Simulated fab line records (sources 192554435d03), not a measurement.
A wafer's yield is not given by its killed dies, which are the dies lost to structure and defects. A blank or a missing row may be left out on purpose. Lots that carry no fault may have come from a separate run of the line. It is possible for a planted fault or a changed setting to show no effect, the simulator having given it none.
fab line records ; flow n5_finfet
[record] lots = 7; wafers = 21
route steps=1938 shown BEOL_M13@1693 MIM_BOT_ETCH@1866 PASS1_CAP@1873 TV_LITHO@1875 TV_OPEN@1887 PASSIVATION@1929
start_h: hours from the record's opening day to when the first of the lot's shown wafers began ; wait_h: hours elapsed since this lot's preceding step ; " repeats the value in the row above ; L1.1+2: one row covering several wafers at once ; - no value present, or no start provided ; * or withheld: withheld ; < > ~ a bound
route shown NAME@n: names a module that has steps shown in the file, with the first one's number in the route ; usual: mean and standard deviation over wafers with no fault ; same: alike in all rows ; chamber/n: place in a boat ; sites: per-site readings ; _std_site: the values' standard deviation ; _edge_site: inner sites' mean taken away from outer sites' mean ; radius_mm: how far each site lies from the wafer's centre ; mask NAME#n: copy n ; behind: tool/chamber where the wafer was last shaped ; hold: why the lot was held/for how many hours/how that ended ; device: the n, p or np transistor that did not switch ; end of line: the same wafers' tests at the end of the route ; a step without rows: its recipe alone ; killed: dies that structure and defects cost at the first sort, which is not the same as the wafer's yield ; map: per-die view of a wafer (x killed, . not killed, _ where there is no die)
set.NAME: the run value of the setting; set.NAME@STEP: its run value at that earlier step ; model.NAME: the simulator's own value behind a step, which no gauge read
lots run with intentionally changed settings; tables by step, rows by wafer
[[steps]]
[step N5_BEOL_M13_ETCH_67]
[recipe] chemistry = CF4; target = SiARC; target_depth_a = 1430; time_s = 238.3; ion_energy_ev = 80; pressure_mtorr = 40; source_w = 545; bias_w = 36; Ar_flow_sccm = 100; cf4_flow_sccm = 100; ends = cleared
lot.wafer;tool;chamber;start_h;wait_h;set.cf4_flow_sccm
L084.3;rie_diel-06;0;307.66;0.0;113.8
L084.4+5;rie_diel-06;3,2;307.66;0.0;100
L086.3+6;rie_diel-04;1,0;315.96;0.0;121.3
L086.5;rie_diel-04;3;315.96;0.0;100
L090.3+4;rie_diel-05;0,3;334.15;0.0;100
L090.6;rie_diel-05;2;334.15;0.0;90.4
L089.1+2+6;rie_diel-04;1,2,2;341.64;0.0;100
L091.3+4+6;rie_diel-06;1,2,2;365.87;0.0;100
L094.1+2+5;rie_diel-05;1,3,1;374.47;0.0;100
L097.1+6;rie_diel-04;0;388.99;0.0;100
L097.2;rie_diel-04;3;388.99;0.0;88.24
[step N5_BEOL_M13_ETCH_68]
[recipe] chemistry = N2/H2; target = SOC; mask_material = SiARC; source_w = 3000; bias_w = 350; temp_c = 40; time_s = 355; ion_energy_ev = 200; pressure_mtorr = 30; n2_flow_sccm = 200; h2_flow_sccm = 200
[step N5_BEOL_M13_STRIP_69]
[recipe] chemistry = N2/H2; temp_c = 40; n2_flow_sccm = 200; h2_flow_sccm = 200; rf_frequency_hz = 6e+07
[step N5_BEOL_M13_STRIP_37]
[recipe] chemistry = N2/H2; power_w = 1000; temp_c = 250; h2_frac = 0.65; overash_fraction = 0.3; pressure_mtorr = withheld; n2_flow_sccm = 1750; h2_flow_sccm = 3250
[step N5_BEOL_M13_ETCH_38]
[recipe] chemistry = CF4/N2; target = SiCN; target_depth_a = 675; taper_deg = 2; time_s = 71.9; ion_energy_ev = 150; mask_material = SiO2; pressure_mtorr = 40; source_w = 430; bias_w = 70; Ar_flow_sccm = 100; cf4_flow_sccm = 60; n2_flow_sccm = 60
lot.wafer;tool;chamber;start_h;wait_h;set.time_s@BEOL_M13_ILD_DEP_00;model.SiOC_of_BEOL_M13_ILD_DEP_00.thk_nm
L084.3;rie_diel-05;3;313.29;-;166.4;767.8
L084.4;rie_diel-05;0;313.29;-;166.4;797.8
L084.5;rie_diel-05;1;313.29;-;149.9;712
L086.3;rie_diel-05;0;316.87;-;156.9;746.8
L086.5;rie_diel-05;1;316.87;-;156.9;754.6
L086.6;rie_diel-05;2;316.87;-;166.4;792.4
L090.3;rie_diel-04;0;337.49;-;150;689.4
L090.4;rie_diel-04;3;337.49;-;150;696.6
L090.6;rie_diel-04;1;337.49;-;166.4;782.2
L089.1;rie_diel-04;2;342.36;-;159.6;750.8
L089.2;rie_diel-04;1;342.36;-;166.4;782.8
L089.6;rie_diel-04;1;342.36;-;166.4;774.8
L091.3;rie_diel-06;1;370.44;-;176;829.6
L091.4;rie_diel-06;2;370.44;-;166.4;798.4
L091.6;rie_diel-06;1;370.44;-;166.4;797
L094.1;rie_diel-05;2;375.16;-;166.4;811
L094.2;rie_diel-05;3;375.16;-;166.4;792.6
L094.5;rie_diel-05;1;375.16;-;166.4;799.8
L097.1;rie_diel-05;2;389.80;-;150.8;693.8
L097.2;rie_diel-05;1;389.80;-;150.8;695.8
L097.6;rie_diel-05;1;389.80;-;166.4;794
[step N5_MIM_BOT_ETCH_ETCH_04]
[recipe] chemistry = CF4/O2; target = SiNx; target_depth_a = 260; time_s = 13; ion_energy_ev = 100; pressure_mtorr = 40; source_w = 535; bias_w = 49; Ar_flow_sccm = 100; cf4_flow_sccm = 100; O2_flow_sccm = 10
lot.wafer;tool;chamber;start_h;wait_h;set.time_s;model.etch.depth_nm;model.MIM_BOT_ETCH.cd_offset_nm
L084.3;rie_diel-01;2;336.82;0.0;15.81;32.09;-0.2
L084.4;rie_diel-01;0;336.82;0.0;13;23.7;0.2
L084.5;rie_diel-01;3;336.82;0.0;15.81;33.5;-0.2
L086.3;rie_diel-02;0;339.36;0.0;10.09;19.96;0.2
L086.5;rie_diel-02;3;339.36;0.0;10.09;20.61;0.4
L086.6;rie_diel-02;2;339.36;0.0;10.09;21.22;0.2
L090.3;rie_diel-02;3;354.48;0.0;11.82;23.97;0.2
L090.4;rie_diel-02;0;354.48;0.0;11.82;23.28;0
L090.6;rie_diel-02;3;354.48;0.0;13;26.28;0
L089.1;rie_diel-02;0;361.57;0.0;13;25.88;0
L089.2;rie_diel-02;1;361.57;0.0;13;25.78;0
L089.6;rie_diel-02;3;361.57;0.0;13;26.66;0
L094.1;rie_diel-02;1;395.73;0.0;13;25.3;0
L094.2;rie_diel-02;3;395.73;0.0;13;26.26;0
L094.5;rie_diel-02;1;395.73;0.0;13;25.22;0
L091.3;rie_diel-02;0;396.11;0.0;13;26.25;0
L091.4;rie_diel-02;1;396.11;0.0;13;25.51;0
L091.6;rie_diel-02;2;396.11;0.0;14.5;30.75;-0.2
L097.1;rie_diel-02;3;407.88;0.0;11.1;22.7;0.4
L097.2;rie_diel-02;2;407.88;0.0;13;27.53;0
L097.6;rie_diel-02;1;407.88;0.0;13;25.57;0
[step N5_PASSIVATION_PECVD_55]
[recipe] material = SiO2; target_thk_a = 4000; temp_c = 400; precursor = SiH4/N2O; pressure_torr = 2.7; rf_w = 608; time_s = 22.5
lot.wafer;tool;chamber;start_h;wait_h;set.time_s;model.SiO2_of_PASSIVATION_PECVD_55.thk_nm
L084.3;pecvd-01;2;337.68;0.0;23.64;423.2
L084.4;pecvd-01;0;337.68;0.0;22.5;401.8
L084.5;pecvd-01;1;337.68;0.0;23.64;424
L086.3;pecvd-01;0;340.18;0.0;20.21;355.8
L086.5;pecvd-01;0;340.18;0.0;22.5;409.8
L086.6;pecvd-01;2;340.18;0.0;22.5;411.8
L090.3;pecvd-02;0;355.31;0.0;22.5;400
L090.4;pecvd-02;1;355.31;0.0;22.5;398.6
L090.6;pecvd-02;2;355.31;0.0;22.5;405.4
L089.1;pecvd-02;1;362.39;0.0;22.5;392.4
L089.2;pecvd-02;2;362.39;0.0;22.5;399.2
L089.6;pecvd-02;1;362.39;0.0;22.5;396.6
L094.1;pecvd-01;2;396.55;0.0;22.5;401.6
L094.2;pecvd-01;0;396.55;0.0;22.5;395.6
L094.5;pecvd-01;2;396.55;0.0;22.5;403.2
L091.3;pecvd-02;1;396.93;0.0;22.5;397.4
L091.4;pecvd-02;1;396.93;0.0;24.54;439.4
L091.6;pecvd-02;2;396.93;0.0;24.54;440.8
L097.1;pecvd-02;2;408.70;0.0;22.5;400.6
L097.2;pecvd-02;0;408.70;0.0;24.95;441.4
L097.6;pecvd-02;0;408.70;0.0;22.5;401.6
[step N5_PASSIVATION_PECVD_01]
[recipe] material = SiNx; target_thk_a = 2000; temp_c = 400; precursor = SiH4/NH3/N2; pressure_torr = 4.9; rf_w = 1406; time_s = 43.2
[step N5_PASSIVATION_HMDS_03]
[recipe] time_s = 60; temp_c = 120
[step N5_PASSIVATION_DESCUM_12]
[recipe] chemistry = O2; time_s = 7.9; source_power_w = 50; bias_power_w = 20; pressure_mtorr = 20; rf_frequency_hz = 2.712e+07; temp_c = 40; o2_flow_sccm = 225
[step N5_PASSIVATION_PASS_ETCH_74]
[recipe] chemistry = CF4/O2; target = SiNx; target_depth_a = 2200; time_s = 110; ion_energy_ev = 100; pressure_mtorr = 40; source_w = 535; bias_w = 49; Ar_flow_sccm = 100; cf4_flow_sccm = 100; O2_flow_sccm = 10
[step N5_PASSIVATION_VIA_ETCH_13]
[recipe] chemistry = CHF3/O2; target = SiO2; target_depth_a = 6600; CHF3_flow_sccm = 50; O2_flow_sccm = 5; Ar_flow_sccm = 200; time_s = 330; mask_material = PR; pressure_mtorr = 30; source_w = 650; bias_w = 170; ion_energy_ev = 200; ends = cleared
[usual] etch_rf_on_time_s = 239/5.3
lot.wafer;tool;chamber;start_h;wait_h;set.time_s@PASSIVATION_PECVD_55;etch_rf_on_time_s
L084.3;rie_diel-06;3;340.73;0.0;23.64;252
L084.4;rie_diel-06;2;340.73;0.0;22.5;240
L084.5;rie_diel-06;3;340.73;0.0;23.64;256
L086.3;rie_diel-04;1;341.28;0.0;20.21;208
L086.5;rie_diel-04;2;341.28;0.0;22.5;246
L086.6;rie_diel-04;3;341.28;0.0;22.5;235
L090.3;rie_diel-06;0;357.48;0.0;22.5;238
L090.4;rie_diel-06;2;357.48;0.0;22.5;240
L090.6;rie_diel-06;3;357.48;0.0;22.5;245
L089.1;rie_diel-04;3;366.54;0.0;22.5;226
L089.2;rie_diel-04;1;366.54;0.0;22.5;234
L089.6;rie_diel-04;3;366.54;0.0;22.5;227
L094.1;rie_diel-04;3;397.55;0.0;22.5;231
L094.2;rie_diel-04;2;397.55;0.0;22.5;241
L094.5;rie_diel-04;0;397.55;0.0;22.5;238
L091.3;rie_diel-06;2;398.12;0.0;22.5;241
L091.4;rie_diel-06;1;398.12;0.0;24.54;266
L091.6;rie_diel-06;3;398.12;0.0;24.54;272
L097.1;rie_diel-06;3;410.04;0.0;22.5;243
L097.2;rie_diel-06;2;410.04;0.0;24.95;265
L097.6;rie_diel-06;2;410.04;0.0;22.5;241
[step N5_PASSIVATION_PASS_ETCH_47]
[recipe] chemistry = CF4/O2; target = SiNx; target_depth_a = 7700; time_s = 385; ion_energy_ev = 100; pressure_mtorr = 40; source_w = 535; bias_w = 49; Ar_flow_sccm = 100; cf4_flow_sccm = 100; O2_flow_sccm = 10
lot.wafer;tool;chamber;start_h;wait_h;set.time_s;model.etch.depth_nm
L084.3;rie_diel-02;3;344.03;0.0;342;702.4
L084.4;rie_diel-02;1;344.03;0.0;385;756.1
L084.5;rie_diel-02;1;344.03;0.0;385;764.4
L086.3;rie_diel-01;1;344.59;0.0;385;730.8
L086.5;rie_diel-01;2;344.59;0.0;312.3;642.9
L086.6;rie_diel-01;1;344.59;0.0;385;719.6
L090.3;rie_diel-02;1;362.21;0.0;385;756.7
L090.4;rie_diel-02;0;362.21;0.0;302.9;598.1
L090.6;rie_diel-02;0;362.21;0.0;302.9;596.9
L089.1;rie_diel-02;1;372.04;0.0;440.5;856.1
L089.2;rie_diel-02;3;372.04;0.0;385;783.3
L089.6;rie_diel-02;1;372.04;0.0;385;760.9
L094.1;rie_diel-02;2;401.07;0.0;385;820.8
L094.2;rie_diel-02;0;401.07;0.0;385;763.7
L094.5;rie_diel-02;2;401.07;0.0;385;815.9
L091.3;rie_diel-03;2;401.82;0.0;385;728.4
L091.4;rie_diel-03;0;401.82;0.0;385;740.8
L091.6;rie_diel-03;3;401.82;0.0;385;749.3
L097.1;rie_diel-03;3;413.45;0.0;428.7;836.2
L097.2;rie_diel-03;2;413.45;0.0;385;710.6
L097.6;rie_diel-03;1;413.45;0.0;385;778.9
[[key]]
[split] step = N5_BEOL_M13_ETCH_67; setting = cf4_flow_sccm; stated = 100; by = wafer
response none clear
[split] step = N5_MIM_BOT_ETCH_ETCH_04; setting = time_s; stated = 13; by = wafer
[response] step = N5_MIM_BOT_ETCH_ETCH_04; reading = model.etch.depth_nm; change = +0.372; per = 1%; r = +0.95
[response] step = N5_MIM_BOT_ETCH_ETCH_04; reading = model.MIM_BOT_ETCH.cd_offset_nm; change = -0.0198; per = 1%; r = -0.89
[split] step = N5_PASSIVATION_PECVD_55; setting = time_s; stated = 22.5; by = wafer
[response] step = N5_PASSIVATION_PECVD_55; reading = model.SiO2_of_PASSIVATION_PECVD_55.thk_nm; change = +4.53; per = 1%; r = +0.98
[response] step = N5_PASSIVATION_VIA_ETCH_13; reading = etch_rf_on_time_s; change = *; per = 1%; r = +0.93
[split] step = N5_PASSIVATION_PASS_ETCH_47; setting = time_s; stated = 385; by = wafer
[response] step = N5_PASSIVATION_PASS_ETCH_47; reading = model.etch.depth_nm; change = +6.16; per = 1%; r = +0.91
split outside_this_file step=N5_BEOL_M13_ILD_DEP_00 setting=time_s
// split outside_this_file: this setting was split too, and the file shows its column; the key of that split is in another file
